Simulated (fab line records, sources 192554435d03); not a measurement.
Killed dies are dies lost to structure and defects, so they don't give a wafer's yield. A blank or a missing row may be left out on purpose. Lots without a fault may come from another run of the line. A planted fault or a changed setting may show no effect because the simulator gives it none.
fab line records | flow n5_finfet
record lots=6 wafers=18 last_day=18
route steps=1938 shown PASSIVATION@1903
lots that met no fault: from a run of the same line without faults
start_h: hours from the record's first day to the start of the lot's first wafer shown | wait_h: hours since the lot's step before | " the same as in the row above | L1.1+2: a row that stands for several wafers | - no value, or no start given | * or withheld: withheld | < > ~ a bound
route shown NAME@n: a module of which the file shows steps, and the number in the route of the first | usual: mean/standard deviation of fault-free wafers | same: alike in all rows | chamber/n: place in a boat | sites: the reading at each site | _std_site: their standard deviation | _edge_site: outer sites' mean less inner sites' | radius_mm: how far each site lies from the wafer's centre | mask NAME#n: copy n | behind: the tool/chamber that last shaped the wafer | hold: why the lot was held/for how many hours/how that ended | device: the transistor (n, p or np) that didn't switch | end of line: the same wafers' tests at the end of the route | a step without rows: its recipe alone | killed: dies lost to structure and defects at the first sort, not the wafer's yield | map: a wafer's dies, x killed, . not, _ none there
set.NAME: the setting as run; set.NAME@STEP: as run at that earlier step | model.NAME: the simulator's own value behind a step, which no gauge read
lots at some steps of the route; a table a step, a row a wafer
services: from which hour (start_h, from the record's first day; less than 0 if before it) a tool's chamber was out of use, for how many hours, and why
## steps
# step N5_PASSIVATION_DEVELOP_29
# recipe develop_time_s=60 rinse_liquid=diw dry=air_spin dev_temp_c=21
# step N5_PASSIVATION_HARDBAKE_31
# recipe temp_c=130 time_s=120
# step N5_PASSIVATION_CD_MEAS_30
# recipe target_cd_nm=4000 landing_energy_ev=500 detector=se_inlens polarity=opening
# usual cd_nm=4000.4/1.6
# columns lot.wafer tool chamber start_h wait_h cd_nm
L611.1 cd_sem-01 0 301.87 - 4000.4
L611.3 " 0 " " 3999.1
L611.5 " 0 " " 4001.6
L613.1 cd_sem-03 0 314.18 - 4001.2
L613.2 " 0 " " 3999.0
L613.4 " 0 " " 3998.7
L622.4 cd_sem-03 0 363.00 - 4001.0
L622.5 " 0 " " 4001.8
L622.6 " 0 " " 3999.3
L624.1 cd_sem-01 0 370.10 - 4000.5
L624.2 " 0 " " 3999.7
L624.3 " 0 " " 3999.2
L627.1 cd_sem-01 0 389.68 - 4000.0
L627.4 " 0 " " 3999.9
L627.5 " 0 " " 3999.8
L629.3 cd_sem-01 0 429.13 - 4001.7
L629.5 " 0 " " 4001.8
L629.6 " 0 " " 4000.0
# step N5_PASSIVATION_OVL_MEAS_63
# recipe points_per_wafer=44
# usual PAD_OVL=3/5.9
# columns lot.wafer tool chamber start_h wait_h PAD_OVL[nm]
L611.1 overlay-01 0 301.90 0.0 1
L611.3 " 0 " " 5
L611.5 " 0 " " 2
L613.1 overlay-01 0 314.21 0.0 1
L613.2 " 0 " " 1
L613.4 " 0 " " -8
L622.4 overlay-01 0 363.03 0.0 5
L622.5 " 0 " " 2
L622.6 " 0 " " 0
L624.1 overlay-02 0 370.13 0.0 8
L624.2 " 0 " " 8
L624.3 " 0 " " 12
L627.1 overlay-02 0 389.71 0.0 4
L627.4 " 0 " " 4
L627.5 " 0 " " 0
L629.3 overlay-01 0 429.16 0.0 -4
L629.5 " 0 " " -4
L629.6 " 0 " " -9
# step N5_PASSIVATION_INSPECT_64
# recipe mode=adi inspect_instrument=macro
# usual raw_defect_count=2.3/1.5
# columns lot.wafer tool chamber start_h wait_h raw_defect_count
L611.1 defect_inspect-02 - 301.92 0.0 1
L611.3 " - " " 2
L611.5 " - " " 1
L613.1 defect_inspect-02 - 314.24 0.0 4
L613.2 " - " " 1
L613.4 " - " " 5
L622.4 defect_inspect-02 - 363.05 0.0 1
L622.5 " - " " 2
L622.6 " - " " 2
L624.1 defect_inspect-02 - 370.15 0.0 3
L624.2 " - " " 1
L624.3 " - " " 2
L627.1 defect_inspect-01 - 389.74 0.0 2
L627.4 " - " " 2
L627.5 " - " " 2
L629.3 defect_inspect-01 - 429.18 0.0 2
L629.5 " - " " 3
L629.6 " - " " 0
# step N5_PASSIVATION_DESCUM_32
# recipe chemistry=O2 time_s=7.9 source_power_w=50 bias_power_w=20 pressure_mtorr=20 rf_frequency_hz=2.712e+07 temp_c=40 o2_flow_sccm=225
# usual drypump_motor_current_A=5.6/0.52 oes_product_au=0.83/0.064 rf_fwd_power_W=49.67/0.16 rf_vpp_V=242.9/1.4 showerhead_plenum_p_Torr=2.08/0.07 throttle_valve_pct=20.34/0.24
# columns lot.wafer tool chamber start_h wait_h drypump_motor_current_A oes_product_au rf_fwd_power_W rf_hours_counter_h rf_vpp_V showerhead_plenum_p_Torr throttle_valve_pct
L611.1 rie_diel-04 3 302.09 0.2 6.1 0.85 49.71 48 242.1 2.04 20.14
L611.3 " 2 " " 5.1 0.86 49.69 59 241.0 2.05 20.38
L611.5 " 1 " " 6.0 0.70 49.93 - 243.3 2.15 20.91
L613.1 rie_diel-02 0 314.32 0.1 5.1 0.94 49.92 8 244.9 2.22 20.40
L613.2 " 2 " " 5.2 0.80 49.62 110 241.6 2.03 20.39
L613.4 " 1 " " 6.4 0.87 49.57 48 242.5 2.04 19.88
L622.4 rie_diel-02 2 363.47 0.4 5.2 0.77 49.74 129 242.4 2.02 20.42
L622.5 " 2 " " 5.1 0.78 49.55 - 240.9 2.02 20.43
L622.6 " 1 " " 6.4 0.85 49.58 - 242.6 2.03 19.88
L624.1 rie_diel-03 3 370.25 0.1 5.2 0.68 49.75 220 243.6 2.13 20.41
L624.2 " 2 " " 5.9 0.87 49.85 36 241.7 2.06 20.24
L624.3 " 0 " " 6.1 0.81 49.96 95 243.5 2.04 20.82
L627.1 rie_diel-03 2 390.31 0.6 5.9 0.85 49.78 44 243.6 2.05 20.26
L627.4 " 0 " " 6.1 0.80 49.78 - 241.8 2.03 20.85
L627.5 " 2 " " 5.9 0.86 49.65 - 242.1 2.05 20.25
L629.3 rie_diel-04 3 429.25 0.1 6.1 0.78 49.52 96 241.0 2.03 20.23
L629.5 " 2 " " 5.1 0.80 50.13 - 241.9 2.03 20.47
L629.6 " 1 " " 6.0 0.88 49.60 - 244.2 2.13 20.43
# step N5_PASSIVATION_AL_ETCH_33
# recipe chemistry=Cl2/BCl3 target_depth_a=28000 over_etch_frac=0.15 Cl2_flow_sccm=180 bcl3_flow_sccm=60 target=Al stop_on=TaN time_s=466.7 ion_energy_ev=100 pressure_mtorr=10 icp_w=900 bias_w=100
# usual bcl3_flow_sccm=60.02/0.18 bias_w=100.0/0.3 drypump_motor_current_A=5.8/0.42 oes_product_au=0.76/0.091 rf_fwd_power_W=897.9/2.7 throttle_valve_pct=34.46/0.29
# columns lot.wafer tool chamber start_h wait_h bcl3_flow_sccm bias_w drypump_motor_current_A oes_product_au rf_fwd_power_W rf_hours_counter_h throttle_valve_pct
L611.1 rie_metal-02 1 302.17 0.1 60.08 99.8 5.6 0.83 897.9 4 34.43
L611.3 " 1 " " 60.01 100.0 5.6 0.84 893.5 - 34.43
L611.5 " 1 " " 59.98 99.7 5.6 0.85 897.9 - 34.42
L613.1 rie_metal-01 0 314.40 0.1 59.93 100.5 5.5 0.84 895.8 5 34.51
L613.2 " 1 " " 60.03 100.0 6.4 0.57 894.2 115 34.84
L613.4 " 0 " " 59.90 100.4 5.5 0.83 898.8 - 34.52
L622.4 rie_metal-03 1 363.69 0.2 60.10 100.2 5.1 0.66 898.9 - 34.31
L622.5 " 1 " " 59.92 99.7 5.1 0.66 895.8 - 34.30
L622.6 " 0 " " 59.75 100.0 6.2 0.71 893.7 - 34.73
L624.1 rie_metal-01 0 370.34 0.1 60.05 99.2 5.6 0.79 899.9 12 34.53
L624.2 " 1 " " 59.97 99.9 6.4 0.87 900.8 2 34.61
L624.3 " 0 " " 60.00 99.3 5.6 0.78 898.2 - 34.54
L627.1 rie_metal-01 1 390.40 0.1 60.18 100.1 6.4 0.84 896.7 4 34.67
L627.4 " 0 " " 60.05 100.4 5.5 0.79 897.0 - 34.50
L627.5 " 0 " " 60.22 100.5 5.5 0.77 896.6 - 34.55
L629.3 rie_metal-01 0 429.47 0.2 60.08 100.1 5.5 0.76 899.2 - 34.53
L629.5 " 0 " " 59.91 100.3 5.6 0.77 900.6 - 34.53
L629.6 " 1 " " 59.96 100.2 6.4 0.82 900.0 - 34.65
# step N5_PASSIVATION_ETCH_59
# recipe chemistry=Cl2/BCl3 target=TaN target_depth_a=650 time_s=34.9 ion_energy_ev=100 pressure_mtorr=10 icp_w=900 bias_w=100 Cl2_flow_sccm=60 bcl3_flow_sccm=30
# usual bcl3_flow_sccm=30.01/0.092 bias_w=100.0/0.32 drypump_motor_current_A=5.8/0.41 oes_product_au=0.85/0.099 rf_fwd_power_W=892/3.6 throttle_valve_pct=21.24/0.23
# columns lot.wafer tool chamber start_h wait_h bcl3_flow_sccm bias_w drypump_motor_current_A oes_product_au rf_fwd_power_W rf_hours_counter_h throttle_valve_pct
L611.1 rie_metal-02 1 302.98 0.7 29.90 100.3 5.6 0.93 888 5 21.27
L611.3 " 1 " " 30.07 100.2 5.6 0.93 888 - 21.29
L611.5 " 1 " " 29.95 100.3 5.6 0.93 889 - 21.28
L613.1 rie_metal-01 0 314.80 0.3 30.16 100.2 5.5 0.94 884 5 21.19
L613.2 " 1 " " 29.83 99.6 6.4 0.65 895 115 21.64
L613.4 " 0 " " 30.02 100.0 5.5 0.93 890 - 21.20
L622.4 rie_metal-03 1 363.99 0.2 30.27 99.4 5.1 0.75 891 - 21.07
L622.5 " 1 " " 30.06 100.0 5.1 0.75 895 - 21.08
L622.6 " 0 " " 29.86 100.3 6.2 0.80 892 - 21.47
L624.1 rie_metal-01 0 370.74 0.3 29.97 99.9 5.5 0.89 891 13 21.21
L624.2 " 1 " " 29.93 100.3 6.4 0.99 896 2 21.33
L624.3 " 0 " " 30.04 99.7 5.6 0.88 891 - 21.22
L627.1 rie_metal-01 1 390.80 0.3 30.00 99.8 6.4 0.96 894 5 21.34
L627.4 " 0 " " 29.91 99.6 5.6 0.88 896 - 21.23
L627.5 " 0 " " 29.99 99.8 5.6 0.87 888 - 21.23
L629.3 rie_metal-01 0 429.77 0.2 30.09 99.8 5.5 0.87 895 - 21.23
L629.5 " 0 " " 29.88 100.1 5.5 0.86 890 - 21.25
L629.6 " 1 " " 30.01 99.9 6.4 0.93 892 - 21.36
# step N5_PASSIVATION_STRIP_34
# recipe chemistry=O2 power_w=600 temp_c=60 pressure_mtorr=30 rf_frequency_hz=6e+07 bias_power_w=0 overash_fraction=2 o2_flow_sccm=225
# usual drypump_motor_current_A=5.6/0.51 oes_product_au=0.83/0.068 rf_vpp_V=3.7/1.4 showerhead_plenum_p_Torr=2.09/0.07 throttle_valve_pct=16.58/0.22
# columns lot.wafer tool chamber start_h wait_h drypump_motor_current_A oes_product_au rf_hours_counter_h rf_vpp_V showerhead_plenum_p_Torr throttle_valve_pct
L611.1 rie_diel-02 3 303.23 0.2 5.3 0.84 73 3.9 2.22 16.57
L611.3 " 0 " " 5.1 0.95 5 1.3 2.22 16.68
L611.5 " 0 " " 5.1 0.91 - 4.4 2.22 16.64
L613.1 rie_diel-04 3 314.92 0.1 6.2 0.84 55 3.8 2.04 16.43
L613.2 " 2 " " 5.1 0.85 66 4.1 2.05 16.59
L613.4 " 0 " " 5.0 0.88 - 7.3 2.03 16.47
L622.4 rie_diel-02 1 364.08 0.1 6.4 0.86 67 2.7 2.03 16.16
L622.5 " 3 " " 5.3 0.84 - 2.4 2.21 16.61
L622.6 " 0 " " 5.1 0.87 - 2.2 2.22 16.66
L624.1 rie_diel-02 3 370.86 0.1 5.2 0.82 97 0.7 2.21 16.56
L624.2 " 1 " " 6.4 0.83 70 2.5 2.03 16.17
L624.3 " 2 " " 5.1 0.76 132 3.8 2.02 16.67
L627.1 rie_diel-04 3 391.02 0.2 6.2 0.81 83 3.7 2.03 16.41
L627.4 " 0 " " 4.9 0.83 61 2.8 2.02 16.52
L627.5 " 1 " " 6.0 0.92 - 3.9 2.14 16.64
L629.3 rie_diel-03 0 429.85 0.1 6.1 0.78 116 2.4 2.03 17.03
L629.5 " 3 " " 5.2 0.67 - 2.4 2.13 16.79
L629.6 " 0 " " 6.1 0.79 - 3.0 2.03 17.04
# step N5_PASSIVATION_STRIP_51
# recipe chemistry=post_etch_residue_remover time_s=1200 temp_c=72.5
# step N5_PASSIVATION_CLEAN_69
# recipe chemistry=IPA time_s=180 temp_c=25
# step N5_PASSIVATION_SRD_70
# recipe dry=ipa_marangoni time_s=30 temp_c=23 rinse_liquid=diw
# step N5_PASSIVATION_PECVD_53
# recipe material=SiO2 target_thk_a=8000 temp_c=400 precursor=TEOS/O2 pressure_torr=6.5 rf_w=withheld teos_flow_sccm=withheld gas=O2 flow_sccm=2650 time_s=169.4
# usual run_length_s=196.8/0.47 susceptor_temp_C=400.02/0.22
# columns lot.wafer tool chamber start_h wait_h run_length_s susceptor_temp_C model.SiO2_of_PASSIVATION_PECVD_53.thk_nm
L611.1 pecvd-02 1 303.73 0.0 196.2 399.96 787.4
L611.3 " 2 " " 197.1 400.20 787.2
L611.5 " 2 " " 197.1 400.06 794.8
L613.1 pecvd-03 1 315.43 0.0 196.1 399.97 798.6
L613.2 " 0 " " 196.4 400.02 793.4
L613.4 " 0 " " 196.9 400.10 809.4
L622.4 pecvd-02 0 364.63 0.1 196.6 400.18 815.8
L622.5 " 2 " " 197.3 400.05 808.6
L622.6 " 1 " " 150.9 - 613.6
L624.1 pecvd-02 1 371.36 0.0 151.0 - 574.6
L624.2 " 2 " " 197.3 399.72 785.2
L624.3 " 0 " " 152.2 - 580.2
L627.1 pecvd-04 0 391.55 0.0 196.6 400.49 794.4
L627.4 " 0 " " 196.8 400.06 809.4
L627.5 " 1 " " 197.2 400.34 794.6
L629.3 pecvd-03 2 430.36 0.0 197.3 400.12 798.2
L629.5 " 1 " " 196.5 400.14 818
L629.6 " 2 " " 196.9 400.05 808
# step N5_PASSIVATION_PECVD_35
# recipe material=SiNx target_thk_a=7000 temp_c=400 precursor=SiH4/NH3/N2 pressure_torr=4.9 rf_w=1406 time_s=151.3
# usual heater_power_w=360/68 rf_fwd_power_W=1399/4.4 run_length_s=194.8/0.49 showerhead_plenum_p_Torr=8.67/0.065 susceptor_temp_C=399.99/0.22 throttle_valve_pct=29.1/1.7
# columns lot.wafer tool chamber start_h wait_h heater_power_w rf_fwd_power_W run_length_s showerhead_plenum_p_Torr susceptor_temp_C throttle_valve_pct
L611.1 pecvd-02 1 303.85 0.1 383 1396 194.1 8.71 399.58 28.9
L611.3 " 2 " " 340 1398 195.5 8.64 400.20 29.4
L611.5 " 2 " " 361 1396 195.6 8.65 400.31 29.5
L613.1 pecvd-03 1 315.54 0.1 394 1400 194.0 8.77 399.75 28.7
L613.2 " 0 " " 457 1400 194.6 8.66 400.00 29.5
L613.4 " 0 " " 469 1400 194.9 8.68 399.84 29.3
L622.4 pecvd-02 0 364.74 0.1 376 1394 195.1 8.73 399.68 32.6
L622.5 " 2 " " 311 1410 195.3 8.64 399.84 29.7
L622.6 " 1 " " 322 1402 194.1 8.72 400.04 28.6
L624.1 pecvd-02 1 371.47 0.1 274 1395 194.0 8.75 400.06 28.8
L624.2 " 2 " " 329 1401 195.1 8.65 399.98 29.4
L624.3 " 0 " " 297 1392 195.4 8.73 400.13 32.4
L627.1 pecvd-04 0 391.66 0.1 372 1397 194.5 8.65 400.14 28.2
L627.4 " 0 " " 409 1403 194.1 8.63 400.44 28.3
L627.5 " 1 " " 293 1400 195.0 8.63 400.22 24.7
L629.3 pecvd-03 2 430.47 0.1 405 1399 195.2 8.67 399.88 27.8
L629.5 " 1 " " 371 1402 194.7 8.83 399.89 28.4
L629.6 " 2 " " 414 1387 195.4 8.64 400.20 27.7
## services
# columns tool chamber start_h hours kind
rie_metal-02 0 295.13 - clean
rie_metal-02 0 295.13 32.6 scheduled_down
rie_metal-02 0 295.13 32.6 vent_cycle
rie_diel-04 1 305.74 - clean
rie_diel-04 1 305.74 - consumable_replace:focus_ring
rie_diel-04 1 305.74 17.1 scheduled_down
rie_diel-04 1 305.74 17.1 vent_cycle
rie_diel-02 - 307.01 4.3 pm
pecvd-02 2 317.65 2.1 scheduled_down
rie_diel-02 0 321.23 8.0 repair
rie_metal-01 1 332.66 - clean
rie_metal-01 1 332.66 22.2 scheduled_down
rie_metal-01 1 332.66 22.2 vent_cycle
pecvd-04 1 341.19 4.1 repair
rie_diel-03 3 348.19 4.0 repair
rie_metal-01 - 355.07 0.8 repair
rie_metal-03 - 359.48 2.8 pm
rie_diel-03 1 368.65 27.6 repair
rie_diel-02 3 373.97 29.1 repair
pecvd-04 2 374.78 2.1 scheduled_down
pecvd-04 0 381.91 5.5 scheduled_down
pecvd-02 1 382.24 5.5 scheduled_down
pecvd-02 0 402.17 16.5 scheduled_down
rie_diel-03 0 417.27 2.3 repair
## key
first_sign step=N5_PASSIVATION_PECVD_53 reading=run_length_s direction=down sigmas=96 usual=* struck=*
effect none on later readings
model_effect step=N5_PASSIVATION_PECVD_53 value=SiO2_of_PASSIVATION_PECVD_53.thk_nm without=800 struck=589.5
met_at N5_PASSIVATION_PECVD_53
struck_wafers L622.6,L624.1,L624.3
onset_between 303.73 364.63
fault kind=process_parameter_drift tool=pecvd-02 chamber=- onset_h=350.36 steps=N5_PASSIVATION_PECVD_53 channel=time_s offset=* shape=step end_h=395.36 scope=struck_wafers_only acts_in=* stated=*
